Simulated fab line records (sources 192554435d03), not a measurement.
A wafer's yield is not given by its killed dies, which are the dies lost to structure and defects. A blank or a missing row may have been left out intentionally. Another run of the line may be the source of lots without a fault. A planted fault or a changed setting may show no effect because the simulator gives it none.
fab line records    flow n5_finfet
record: lots: 6  wafers: 17  last_day: 17
route steps=1938 shown BEOL_M5@1179 PASSIVATION@1936
lots that met no fault: taken from a fault-free run of the same line
start_h: start of the lot's first displayed wafer, in hours after the record's first day    wait_h: time in hours since the lot's previous step    " same as the row above    L1.1+2: a single row standing in for several wafers    - no value, or no start was given    * or withheld: withheld    < > ~ a bound
route shown NAME@n: names a module that has steps shown in the file, with the first one's number in the route    usual: the fault-free wafers' mean and standard deviation    same: alike in all rows    chamber/n: place in a boat    sites: per-site readings    _std_site: standard deviation across them    _edge_site: inner sites' mean taken away from outer sites' mean    radius_mm: for every site, how far away it sits from the centre of the wafer    mask NAME#n: copy n    behind: the most recent tool/chamber to have shaped the wafer    hold: what put the lot on hold/how long, in hours/how the hold closed    device: which transistor (n, p or np) failed to switch    end of line: the route-end tests of the same wafers    where a step has no rows: the recipe by itself    killed: dies that structure and defects cost at the first sort, which is not the same as the wafer's yield    map: dies across one wafer; x = killed, . = not, _ = none there
set.NAME: the setting that was run; set.NAME@STEP: the one run at that earlier step    model.NAME: the simulator's own value behind a step, which no gauge read
lots at some steps of the route; a table a step, a row a wafer
services: a tool's chamber out of use, with start hour (start_h, from the record's first day; less than 0 if before it), hours out, and reason
== steps ==
step: N5_BEOL_M5_SPUTTER_83
recipe: material: Cu  target_thk_a: 150  temp_c: -20  chamber_pressure_pa: 0.07  power_w: withheld  time_s: 27.62
step: N5_BEOL_M5_ANNEAL_84
recipe: temp_c: 400  time_s: 1800  ambient: vacuum
usual: heater_power_w: 812/61
lot.wafer  tool            chamber  start_h  wait_h  heater_power_w
L792.4     pvd_sputter-03  -        186.62   0.0     893
L792.5     "               -        "        "       895
L792.6     "               -        "        "       783
L795.1     pvd_sputter-03  -        214.23   0.0     803
L795.4     "               -        "        "       771
L795.6     "               -        "        "       770
L804.3     pvd_sputter-03  -        257.46   0.0     768
L804.5     "               -        "        "       787
L804.6     "               -        "        "       903
L806.2     pvd_sputter-03  -        266.11   0.0     761
L806.5     "               -        "        "       900
L811.2     pvd_sputter-01  -        302.28   0.0     892
L811.4     "               -        "        "       813
L811.5     "               -        "        "       752
L812.2     pvd_sputter-03  -        304.51   0.0     874
L812.3     "               -        "        "       814
L812.4     "               -        "        "       899
step: N5_BEOL_M5_SPUTTER_88
recipe: material: Cu  target_thk_a: 150  temp_c: -20  chamber_pressure_pa: 0.07  power_w: withheld  time_s: 27.62
usual: throttle_valve_pct: 30.2/1.1
lot.wafer  tool            chamber  start_h  wait_h  throttle_valve_pct
L792.4     pvd_sputter-03  -        187.63   0.5     30.0
L792.5     "               -        "        "       29.9
L792.6     "               -        "        "       30.0
L795.1     pvd_sputter-03  -        215.23   0.5     29.5
L795.4     "               -        "        "       31.7
L795.6     "               -        "        "       31.6
L804.3     pvd_sputter-03  -        258.47   0.5     31.8
L804.5     "               -        "        "       29.6
L804.6     "               -        "        "       29.8
L806.2     pvd_sputter-03  -        267.12   0.5     31.7
L806.5     "               -        "        "       29.6
L811.2     pvd_sputter-01  -        303.29   0.5     30.6
L811.4     "               -        "        "       27.9
L811.5     "               -        "        "       30.2
L812.2     pvd_sputter-03  -        305.52   0.5     29.7
L812.3     "               -        "        "       29.5
L812.4     "               -        "        "       29.4
step: N5_BEOL_M5_ANNEAL_89
recipe: temp_c: 400  time_s: 1800  ambient: vacuum
usual: heater_power_w: 813/62
lot.wafer  tool            chamber  start_h  wait_h  heater_power_w
L792.4     pvd_sputter-03  -        187.71   0.0     863
L792.5     "               -        "        "       891
L792.6     "               -        "        "       810
L795.1     pvd_sputter-03  -        215.31   0.0     787
L795.4     "               -        "        "       766
L795.6     "               -        "        "       791
L804.3     pvd_sputter-03  -        258.55   0.0     748
L804.5     "               -        "        "       804
L804.6     "               -        "        "       875
L806.2     pvd_sputter-03  -        267.20   0.0     785
L806.5     "               -        "        "       890
L811.2     pvd_sputter-01  -        303.37   0.0     871
L811.4     "               -        "        "       813
L811.5     "               -        "        "       737
L812.2     pvd_sputter-03  -        305.60   0.0     888
L812.3     "               -        "        "       801
L812.4     "               -        "        "       863
step: N5_BEOL_M5_SPUTTER_90
recipe: material: Cu  target_thk_a: 45  temp_c: -20  chamber_pressure_pa: 0.07  power_w: withheld  time_s: 8.29
usual: throttle_valve_pct: 30.2/1.1
lot.wafer  tool            chamber  start_h  wait_h  throttle_valve_pct
L792.4     pvd_sputter-03  -        188.72   0.5     29.5
L792.5     "               -        "        "       29.5
L792.6     "               -        "        "       29.7
L795.1     pvd_sputter-03  -        216.32   0.5     29.7
L795.4     "               -        "        "       31.7
L795.6     "               -        "        "       32.0
L804.3     pvd_sputter-03  -        259.56   0.5     31.7
L804.5     "               -        "        "       29.8
L804.6     "               -        "        "       29.5
L806.2     pvd_sputter-03  -        268.21   0.5     31.8
L806.5     "               -        "        "       29.9
L811.2     pvd_sputter-01  -        304.37   0.5     29.8
L811.4     "               -        "        "       27.9
L811.5     "               -        "        "       30.0
L812.2     pvd_sputter-03  -        306.61   0.5     29.7
L812.3     "               -        "        "       29.9
L812.4     "               -        "        "       29.9
step: N5_BEOL_M5_ECD_50
recipe: material: Cu  target_thk_a: 3000
step: N5_BEOL_M5_ANNEAL_51
recipe: temp_c: 225  time_s: 90  ambient: N2
usual: wafer_temp_C_max: 225.61/0.18
lot.wafer  tool           chamber  start_h  wait_h  wafer_temp_C_max
L792.4     rtp_anneal-01  0        189.06   0.2     225.55
L792.5     "              0        "        "       225.46
L792.6     "              0        "        "       225.44
L795.1     rtp_anneal-01  0        216.56   0.1     225.46
L795.4     "              0        "        "       225.32
L795.6     "              0        "        "       225.48
L804.3     rtp_anneal-01  0        259.85   0.1     225.39
L804.5     "              0        "        "       225.53
L804.6     "              0        "        "       225.58
L806.2     rtp_anneal-02  0        269.29   0.7     225.89
L806.5     "              0        "        "       225.65
L811.2     rtp_anneal-02  0        304.62   0.1     225.61
L811.4     "              0        "        "       225.48
L811.5     "              0        "        "       225.52
L812.2     rtp_anneal-01  0        306.92   0.2     225.60
L812.3     "              0        "        "       225.71
L812.4     "              0        "        "       225.27
step: N5_BEOL_M5_CMP_52
recipe: stop_on: SiCOH_lowk  t_overpolish_s: 6.9  down_force_psi: 1  platen_rpm: 50  clearing_platen_down_force_psi: 1.5  clearing_platen_rpm: 50  post_cmp_clean: cu_alkaline  target_thk_nm: 62  clearing_platen_pad_velocity_m_s: 0.99484  pad_velocity_m_s: 0.99484
step: N5_BEOL_M5_THK_MEAS_53
recipe: thk_meas_gauge: xrf  reads: Cu_of_BEOL_M5_ECD_50
usual: M5_THK: 62.4/1.9
lot.wafer  tool           chamber  start_h  wait_h  M5_THK[nm]
L792.4     film_metro-02  -        189.52   -       64.9
L792.5     "              -        "        "       65.3
L792.6     "              -        "        "       61.0
L795.1     film_metro-01  -        217.15   -       59.5
L795.4     "              -        "        "       61.0
L795.6     "              -        "        "       59.5
L804.3     film_metro-01  -        260.35   -       64.6
L804.5     "              -        "        "       61.5
L804.6     "              -        "        "       64.7
L806.2     film_metro-02  -        269.84   -       63.9
L806.5     "              -        "        "       63.6
L811.2     film_metro-01  -        305.17   -       60.3
L811.4     "              -        "        "       62.1
L811.5     "              -        "        "       62.2
L812.2     film_metro-02  -        307.48   -       60.8
L812.3     "              -        "        "       64.6
L812.4     "              -        "        "       63.0
step: N5_BEOL_M5_PRE_CLEAN_77
recipe: gas: NH3/H2  time_s: 15  temp_c: *  rf_power_w: 300
step: N5_BEOL_M5_CO_CAP_78
recipe: material: Co  target_thk_a: 20  temp_c: 200  precursor: CCTBA/H2  pressure_torr: 30  time_s: 102.1
step: N5_BEOL_M5_PRE_CLEAN_55
recipe: gas: NH3  time_s: 15  temp_c: withheld  rf_power_w: 300
step: N5_BEOL_M5_DEP_56
recipe: material: SiCN  target_thk_a: 80  temp_c: withheld  precursor: 3MS/NH3  pressure_torr: 3  rf_w: 202  time_s: 14
usual: showerhead_plenum_p_Torr: 3.666/0.01  throttle_valve_pct: 9.2/0.43
lot.wafer  tool      chamber  start_h  wait_h  showerhead_plenum_p_Torr  since_wet_clean_h  throttle_valve_pct  model.SiCN_of_BEOL_M5_DEP_56.thk_nm
L792.4     pecvd-03  1        189.74   0.0     3.666                     -                  8.9                 8.2
L792.5     "         1        "        "       3.656                     -                  8.7                 8.2
L792.6     "         0        "        "       3.690                     -                  9.4                 8
L795.1     pecvd-03  0        217.45   0.0     3.677                     740                9.0                 8
L795.4     "         0        "        "       3.690                     -                  9.3                 8
L795.6     "         1        "        "       3.648                     -                  8.7                 8.2
L804.3     pecvd-03  2        260.97   0.0     3.669                     30                 8.7                 8
L804.5     "         0        "        "       3.689                     -                  9.5                 6
L804.6     "         1        "        "       3.651                     -                  8.7                 8.2
L806.2     pecvd-03  2        270.03   0.0     3.671                     39                 8.7                 8
L806.5     "         1        "        "       3.656                     -                  8.9                 6
L811.2     pecvd-04  2        305.36   0.0     3.675                     618                8.7                 8
L811.4     "         1        "        "       3.667                     -                  10.0                8
L811.5     "         2        "        "       3.659                     -                  9.0                 8.2
L812.2     pecvd-02  2        307.67   0.0     3.661                     405                9.2                 7.8
L812.3     "         0        "        "       3.667                     1193               9.4                 8
L812.4     "         2        "        "       3.667                     -                  9.3                 8
step: N5_BEOL_M5_RS_MEAS_57
recipe: thk_meas_gauge: four-point-probe  reads: Co_of_BEOL_M5_CO_CAP_78+Cu_of_BEOL_M5_ECD_50+Co_of_BEOL_M5_CVD_47+TaN_of_BEOL_M5_ALD_86
usual: M5_RS: 0.384/0.015
lot.wafer  tool           chamber  start_h  wait_h  M5_RS[ohm/sq]
L792.4     film_metro-01  -        189.81   0.1     0.368
L792.5     "              -        "        "       0.367
L792.6     "              -        "        "       0.396
L795.1     film_metro-02  -        217.54   0.1     0.407
L795.4     "              -        "        "       0.395
L795.6     "              -        "        "       0.408
L804.3     film_metro-01  -        261.03   0.1     0.365
L804.5     "              -        "        "       0.390
L804.6     "              -        "        "       0.368
L806.2     film_metro-01  -        270.10   0.1     0.370
L806.5     "              -        "        "       0.373
L811.2     film_metro-01  -        305.43   0.1     0.407
L811.4     "              -        "        "       0.390
L811.5     "              -        "        "       0.388
L812.2     film_metro-01  -        307.74   0.1     0.397
L812.3     "              -        "        "       0.370
L812.4     "              -        "        "       0.383
step: N5_PASSIVATION_PROBE_49
usual: defect_limited_yield: 91.4/1.6  killed_at_M0_to_M3: 34/10  killed_at_M4_up: 12/4.8  killed_at_contacts: 11/6.2  killed_at_front_end: 39/13  killed_at_other: 4/3.1  killed_dies: 101/19  killed_open: 67/14  killed_short: 32/8.3  sort_bin_5_function: 5.0/1  sort_bin_6_memory: 3.2/0.76  sort_n_pass: 1079/19  sort_yield_pct: 91.4/1.6
same: gross_dies: 1180  killed_at_back_side: 0  sort_bin_4_leakage[%]: 0  sort_bin_8_speed[%]: 0
lot.wafer  tool       chamber  start_h  wait_h  defect_limited_yield[%]  killed_at_M0_to_M3  killed_at_M4_up  killed_at_contacts  killed_at_front_end  killed_at_other  killed_dies  killed_open  killed_short  sort_bin_5_function[%]  sort_bin_6_memory[%]  sort_n_pass  sort_yield_pct[%]
L792.4     prober-01  -        277.76   0.2     90.8                     31                  11               28                  38                   1                109          72           36            5.3                     3.5                   1071         90.8
L792.5     prober-01  -        277.81   0.2     92.1                     32                  15               12                  31                   3                93           57           31            4.2                     3.3                   1087         92.1
L792.6     prober-01  -        277.86   0.3     91.9                     38                  9                12                  32                   4                95           59           35            4.5                     3.1                   1085         91.9
killed by level:class
L792.4 MOL_CONTACT_COAG:geometric_particle:open=25 GATE_CUT:geometric_particle:open=8 FIN_SAQP:geometric_particle:short=6 BEOL_M1:geometric_particle:open=6 GATE_CUT:geometric_particle:short=6 FIN_SAQP:geometric_particle:open=5 BEOL_M0_SAQP:geometric_particle:short=5 BEOL_M3:geometric_particle:short=5
L792.5 BEOL_M2:geometric_particle:open=9 BEOL_M1:geometric_particle:open=7 BEOL_M4:geometric_particle:open=7 MOL_CONTACT_COAG:geometric_particle:open=6 FIN_SAQP:geometric_particle:short=5 STI_FIN_REVEAL:geometric_particle:open=4 MOL_CONTACT_COAG:geometric_particle:short=4 BEOL_M0_SAQP:geometric_particle:short=4
L792.6 BEOL_M1:geometric_particle:open=10 BEOL_M0_SAQP:geometric_particle:open=9 MOL_CONTACT_COAG:geometric_particle:open=8 GATE_CUT:geometric_particle:short=5 BEOL_M3:geometric_particle:short=5 FIN_SAQP:geometric_particle:open=4 FIN_SAQP:geometric_particle:short=4 STI_FIN_REVEAL:geometric_particle:open=4
== services ==
tool      chamber  start_h  hours  kind
pecvd-03  2        178.61   11.9   repair
pecvd-03  2        202.38   -      clean
pecvd-03  2        202.38   -      consumable_replace:showerhead
pecvd-03  2        202.38   29.0   scheduled_down
pecvd-03  2        202.38   29.0   vent_cycle
pecvd-03  0        237.48   20.3   repair
pecvd-02  -        243.66   2.5    repair
pecvd-02  -        250.95   1.2    repair
pecvd-04  1        262.03   9.9    repair
pecvd-04  0        262.91   2.1    scheduled_down
pecvd-02  1        281.80   12.0   repair
pecvd-03  0        284.73   5.5    scheduled_down
pecvd-03  -        295.25   1.3    repair
pecvd-02  -        304.43   2.8    pm
pecvd-04  -        306.98   1.1    repair
== key ==
first_sign none at tools or gauges
model_effect: step: N5_BEOL_M5_DEP_56  value: SiCN_of_BEOL_M5_DEP_56.thk_nm  without: 8.1  struck: 6
met_at N5_BEOL_M5_DEP_56
struck_wafers L804.5,L806.5
onset_between 217.45 260.97
fault: kind: process_parameter_drift  tool: pecvd-03  chamber: -  onset_h: 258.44  steps: N5_BEOL_M5_DEP_56  channel: time_s  offset: *  shape: step  end_h: 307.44  scope: struck_wafers_only  acts_in: *  stated: *
